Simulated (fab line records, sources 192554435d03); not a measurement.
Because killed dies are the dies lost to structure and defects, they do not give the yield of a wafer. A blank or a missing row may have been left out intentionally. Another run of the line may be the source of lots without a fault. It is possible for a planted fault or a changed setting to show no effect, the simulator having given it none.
The tool behind it: which one? | flow n5 finfet | 36 wafers from 12 lots sampled at 3 of the route's 1938 steps

WHAT THE GAUGES READ, wafer by wafer
N5_BEOL_M1_CD_MEAS_11: the cd target is 17.05 nm.
lot  | measured     | on        | cd nm (nm)
L075 | day 6 07:34  | cd sem-02 | 16.69 16.96 16.99
L077 | day 6 20:58  | cd sem-03 | 16.75 17.12 16.99
L079 | day 7 10:12  | cd sem-01 | 17.32 17.22 16.96
L081 | day 7 23:10  | cd sem-03 | 16.84 17.36 17.34
L083 | day 8 11:26  | cd sem-01 | 16.69 17.29 16.96
L085 | day 8 23:04  | cd sem-01 | 16.79 16.98 17.03
L087 | day 9 10:35  | cd sem-02 | 17.21 17.12 16.88
L089 | day 9 20:06  | cd sem-01 | 17.07 16.67 17.36
L091 | day 10 12:12 | cd sem-03 | 17.10 17.40 16.87
L093 | day 10 21:38 | cd sem-01 | 17.31 17.18 17.02
L095 | day 11 03:25 | cd sem-03 | 17.27 17.28 17.16
L097 | day 12 05:57 | cd sem-02 | 16.70 16.82 16.88

WHICH TOOL RAN EACH LOT (tool, then ch and the chambers of the sampled wafers, then the start)
lot  | N5_BEOL_M0_DEGAS_112         | N5_BEOL_M0_ANNEAL_135
L075 | pvd sputter-03, day 6 03:20  | pvd sputter-02, day 6 04:34
L077 | pvd sputter-03, day 6 15:31  | pvd sputter-01, day 6 16:52
L079 | pvd sputter-03, day 7 04:59  | pvd sputter-01, day 7 07:01
L081 | pvd sputter-01, day 7 16:47  | pvd sputter-01, day 7 17:50
L083 | pvd sputter-01, day 8 04:19  | pvd sputter-01, day 8 05:08
L085 | pvd sputter-01, day 8 16:48  | pvd sputter-02, day 8 17:37
L087 | pvd sputter-01, day 9 03:50  | pvd sputter-03, day 9 04:58
L089 | pvd sputter-01, day 9 15:01  | pvd sputter-02, day 9 16:05
L091 | pvd sputter-03, day 10 03:56 | pvd sputter-03, day 10 04:44
L093 | pvd sputter-01, day 10 14:43 | pvd sputter-03, day 10 16:32
L095 | pvd sputter-03, day 11 00:22 | pvd sputter-02, day 11 01:16
L097 | pvd sputter-02, day 12 02:25 | pvd sputter-01, day 12 03:15
- N5_BEOL_M0_DEGAS_112: time 60 s.
- N5_BEOL_M0_ANNEAL_135: time 60 s.

THE ANSWER, worked out from the rows above alone
Rule: usual is defined by the lots themselves. The widest of any qualifying gaps counts: lots, ordered by their means at a reading, are off when they make up no more than a third of the lots, leave a main group of 4 or more, and stand apart from it by 3 or more times the standard deviation of that group's means. A main group whose means are all the same, to the digits that the tables above print for the reading, isn't used. A lot without any number at a reading at which 4 lots or more have one is off too. All remaining lots with rows at the step are treated as sound.
No lot is off at any reading shown: from this, nothing can be told.

WHAT THE SIMULATOR PUT IN
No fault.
